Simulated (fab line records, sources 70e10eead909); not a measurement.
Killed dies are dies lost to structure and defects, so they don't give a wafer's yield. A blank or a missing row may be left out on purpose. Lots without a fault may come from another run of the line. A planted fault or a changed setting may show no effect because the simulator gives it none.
Which tool did it? | flow nand_harc | 11 lots, 33 wafers sampled, at 6 steps of a route of 1159

WHAT THE GAUGES READ, wafer by wafer
NHARC_P_M0_CD_MEAS_09: target cd 90 nm.
lot  | measured     | on        | cd_nm (nm)
L659 | day 5 20:10  | cd_sem-03 | 89.5 89.9 90.1
L660 | day 6 10:58  | cd_sem-01 | 90.3 89.8 89.9
L662 | day 6 14:37  | cd_sem-03 | 90.0 90.4 90.1
L663 | day 7 01:14  | cd_sem-01 | 89.9 89.3 89.7
L668 | day 8 01:58  | cd_sem-01 | 97.6 97.5 98.1
L666 | day 8 02:56  | cd_sem-01 | 95.8 96.1 96.0
L675 | day 9 22:26  | cd_sem-02 | 91.2 90.2 90.5
L677 | day 10 03:56 | cd_sem-03 | 90.5 90.1 89.7
L678 | day 10 11:35 | cd_sem-03 | 89.8 89.3 89.8
L679 | day 10 23:49 | cd_sem-03 | 89.7 90.2 90.4
L682 | day 11 07:46 | cd_sem-02 | 90.1 90.6 90.6

NHARC_P_M0_OVL_MEAS_10: pitch 180 nm.
lot  | measured     | on         | overlay_x_nm (nm) | overlay_y_nm (nm)
L659 | day 5 20:15  | overlay-01 | 0.3 -0.6 -0.1     | 0.3 0.6 0.0
L660 | day 6 11:04  | overlay-02 | -1.0 -0.6 -0.2    | 0.7 0.3 0.4
L662 | day 6 14:42  | overlay-02 | 0.6 0.5 0.6       | 0.4 0.7 1.5
L663 | day 7 01:19  | overlay-02 | -1.4 -1.0 -1.1    | 0.4 0.2 0.4
L668 | day 8 02:03  | overlay-01 | -0.5 0.0 -0.6     | -0.7 -1.0 -0.3
L666 | day 8 03:02  | overlay-02 | 0.3 0.8 0.2       | -0.2 -0.6 -0.1
L675 | day 9 22:32  | overlay-01 | 0.7 0.5 0.6       | -1.5 -1.3 -1.6
L677 | day 10 04:01 | overlay-02 | -0.8 -1.0 -0.3    | 0.2 0.4 0.4
L678 | day 10 11:40 | overlay-01 | -0.5 -0.9 -0.6    | 0.2 -0.1 0.0
L679 | day 10 23:54 | overlay-02 | 0.2 0.0 0.1       | -1.2 -0.8 -0.6
L682 | day 11 07:51 | overlay-01 | 1.0 1.1 1.2       | 0.6 0.5 0.3

NHARC_END_SORT_01.
lot  | measured     | on        | defect_limited_yield (%) | killed_at_array | killed_at_other | killed_at_periphery | killed_dies | killed_open | killed_short | sort_bin_2_pct (%) | sort_bin_3_pct (%) | sort_bin_4_pct (%) | sort_n_pass | sort_rim_yield_pct (%) | sort_yield_pct (%)
L668 | day 21 10:31 | prober-01 | 96.5 97.2                | 23 13           | 0 1             | 1 5                 | 24 19       | 4 3         | 3 3          | 1.2 0.9            | 0.30 0.59          | 2.1 1.3            | 653 658     | 99.1 93.4              | 96.5 97.2
L666 | day 21 02:32 | prober-01 | 97.5 97.0 98.1           | 15 19 9         | 0 0 2           | 2 1 2               | 17 20 13    | 4 4 3       | 2 3 2        | 0.4 1.6 0.6        | 0.15 0 0.15        | 1.9 1.3 1.2        | 660 657 664 | 96.2 97.2 98.1         | 97.5 97.0 98.1
L675 | day 23 19:52 | prober-02 | 94.2 94.7 94.5           | 38 33 35        | 0 1 1           | 1 2 1               | 39 36 37    | 0 6 1       | 1 2 3        | 2.1 1.0 2.2        | 0.74 0.15 0.59     | 3.0 4.1 2.7        | 638 641 640 | 94.3 86.8 89.6         | 94.2 94.7 94.5

WHICH TOOL RAN EACH LOT (tool, then ch and the chambers of the sampled wafers, then the start)
lot  | NHARC_P_CONTACT_STRIP_28           | NHARC_P_CONTACT_PVD_32                  | NHARC_P_M0_EXPOSE_06
L659 | rie_diel-12 ch 0,3, day 5 14:18    | pvd_sputter-02, day 5 20:02 or earlier  | arfi_scanner-03 ch 0, day 5 20:02
L660 | rie_diel-12 ch 1,2,3, day 5 22:58  | pvd_sputter-02, day 6 10:50 or earlier  | arfi_scanner-02 ch 0, day 6 10:50
L662 | rie_diel-12 ch 0,1,2, day 6 11:16  | pvd_sputter-02, day 6 14:28 or earlier  | arfi_scanner-01 ch 0, day 6 14:28
L663 | rie_diel-13 ch 1,2, day 6 16:55    | pvd_sputter-03, day 7 01:05 or earlier  | arfi_scanner-02 ch 0, day 7 01:05
L668 | rie_diel-12 ch 1,2,3, day 7 23:02  | pvd_sputter-02, day 8 01:49 or earlier  | arfi_scanner-02 ch 0, day 8 01:49
L666 | rie_diel-12 ch 1,2,3, day 8 00:01  | pvd_sputter-03, day 8 02:48 or earlier  | arfi_scanner-02 ch 0, day 8 02:48
L675 | rie_diel-13 ch 0,3, day 9 16:28    | pvd_sputter-03, day 9 22:19 or earlier  | arfi_scanner-01 ch 0, day 9 22:19
L677 | rie_diel-12 ch 0,2,3, day 10 00:53 | pvd_sputter-03, day 10 03:48 or earlier | arfi_scanner-03 ch 0, day 10 03:48
L678 | rie_diel-12 ch 1,2, day 10 08:39   | pvd_sputter-01, day 10 11:26 or earlier | arfi_scanner-03 ch 0, day 10 11:26
L679 | rie_diel-12 ch 0,1,2, day 10 18:11 | pvd_sputter-01, day 10 23:40 or earlier | arfi_scanner-01 ch 0, day 10 23:40
L682 | rie_diel-13 ch 0,1,3, day 11 02:58 | pvd_sputter-02, day 11 07:38 or earlier | arfi_scanner-03 ch 0, day 11 07:38
- NHARC_P_CONTACT_STRIP_28: strips in O2.
- NHARC_P_CONTACT_PVD_32: deposits Ti, target thk 5 nm, time 17.7 s.
- NHARC_P_M0_EXPOSE_06: exposes mask P M0, target cd 90 nm.

WHAT THE TOOLS THEMSELVES READ (means of the sampled wafers that have a number; where no wafer has one, the mark that the record gives instead)
NHARC_P_CONTACT_STRIP_28.
lot  | tool        | drypump_motor_current_A (A) | mfc_ar_sccm (sccm) | oes_product_au (a.u.) | rf_vpp_V (V) | showerhead_plenum_p_Torr (Torr) | throttle_valve_pct (%)
L659 | rie_diel-12 | 6.3                         | 0.025              | 0.996                 | 58.8         | 3.63                            | 17.036
L660 | rie_diel-12 | 5.6                         | 0.009              | 1.003                 | 57.7         | 3.64                            | 17.042
L662 | rie_diel-12 | 6.1                         | 0.008              | 0.997                 | 58.2         | 3.75                            | 17.040
L663 | rie_diel-13 | 5.7                         | 0.002              | 1.001                 | 57.5         | 3.50                            | 17.037
L668 | rie_diel-12 | 5.6                         | 0.009              | 1.000                 | 58.5         | 3.64                            | 17.029
L666 | rie_diel-12 | 5.6                         | 0.009              | 0.997                 | 57.6         | 3.64                            | 17.037
L675 | rie_diel-13 | 6.0                         | 0.000              | 0.997                 | 58.7         | 3.59                            | 17.033
L677 | rie_diel-12 | 5.7                         | 0.017              | 1.003                 | 58.0         | 3.62                            | 17.039
L678 | rie_diel-12 | 6.1                         | 0.000              | 0.997                 | 58.0         | 3.76                            | 17.036
L679 | rie_diel-12 | 6.1                         | 0.008              | 0.999                 | 58.5         | 3.75                            | 17.032
L682 | rie_diel-13 | 5.8                         | 0.000              | 0.994                 | 57.9         | 3.52                            | 17.034

NHARC_P_CONTACT_PVD_32.
lot  | tool           | substrate_temp_c (C) | throttle_valve_pct (%)
L659 | pvd_sputter-02 | 200.04               | 29.2
L660 | pvd_sputter-02 | 200.06               | 30.0
L662 | pvd_sputter-02 | 200.01               | 31.0
L663 | pvd_sputter-03 | 200.04               | 30.6
L668 | pvd_sputter-02 | 200.08               | 30.1
L666 | pvd_sputter-03 | 200.03               | 30.7
L675 | pvd_sputter-03 | 200.17               | 29.6
L677 | pvd_sputter-03 | 199.96               | 31.1
L678 | pvd_sputter-01 | 199.97               | 29.4
L679 | pvd_sputter-01 | 199.91               | 30.7
L682 | pvd_sputter-02 | 200.07               | 31.0

NHARC_P_M0_EXPOSE_06.
lot  | tool            | exposure_dose_mJ_cm2
L659 | arfi_scanner-03 | 81.33
L660 | arfi_scanner-02 | 81.30
L662 | arfi_scanner-01 | 81.35
L663 | arfi_scanner-02 | 81.34
L668 | arfi_scanner-02 | 91.61
L666 | arfi_scanner-02 | 89.46
L675 | arfi_scanner-01 | 81.26
L677 | arfi_scanner-03 | 81.18
L678 | arfi_scanner-03 | 81.33
L679 | arfi_scanner-01 | 81.19
L682 | arfi_scanner-03 | 81.23

THE ANSWER, worked out from the rows above alone
Rule: what is usual is taken from the lots themselves. Put in order of their means at a reading, lots are off if they are a third of the lots or fewer, leave a main group of 4 or more, and stand apart from it by a gap of 3 or more times the standard deviation of the main group's means; of several such gaps the widest counts. A main group whose means are all the same, to the digits that the tables above print for the reading, isn't used. A lot without any number at a reading at which 4 lots or more have one is off too. The other lots that the step has rows for count as sound. The gauges are gone through in route order, then the tools' own readings, and for those a lot's mean is taken as printed above. The first step at which some lot is off is used, and at that step the reading that is off furthest; a lot without a number counts as furthest.
Off: L668, L666, at NHARC_P_M0_CD_MEAS_09 (cd_nm). The main group: mean 90.1 nm, standard deviation 0.32.
A tool fits if, at a process step before that reading, it ran every lot that is off, and no sound lot after the first of them. The gauges at NHARC_P_M0_CD_MEAS_09 aren't tried: what is off there is off at NHARC_P_M0_EXPOSE_06 too, on other tools, and a gauge's error can't cause that. NHARC_P_CONTACT_PVD_32 gives no start for some lots, so the hours and the order of its lots are those of NHARC_P_M0_EXPOSE_06. One fits: arfi_scanner-02 at NHARC_P_M0_EXPOSE_06. Its last sound lot is L663 (day 7 01:05), its first lot that is off L668 (day 8 01:49): a fault that began between those two fits.
The tool's own readings at NHARC_P_M0_EXPOSE_06 bear it out: on the lots that are off they differ by more than 5 times the standard deviation of the sound lots' means. exposure_dose_mJ_cm2 reads 90.53 there against 81.28 on the sound lots.

WHAT THE SIMULATOR HAD PUT IN
Process parameter drift: arfi_scanner-02, from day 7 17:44 on, at NHARC_P_M0_EXPOSE_06. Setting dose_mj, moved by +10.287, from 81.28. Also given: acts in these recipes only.
Lots struck among those shown: L668, L666. The rule above found the same.
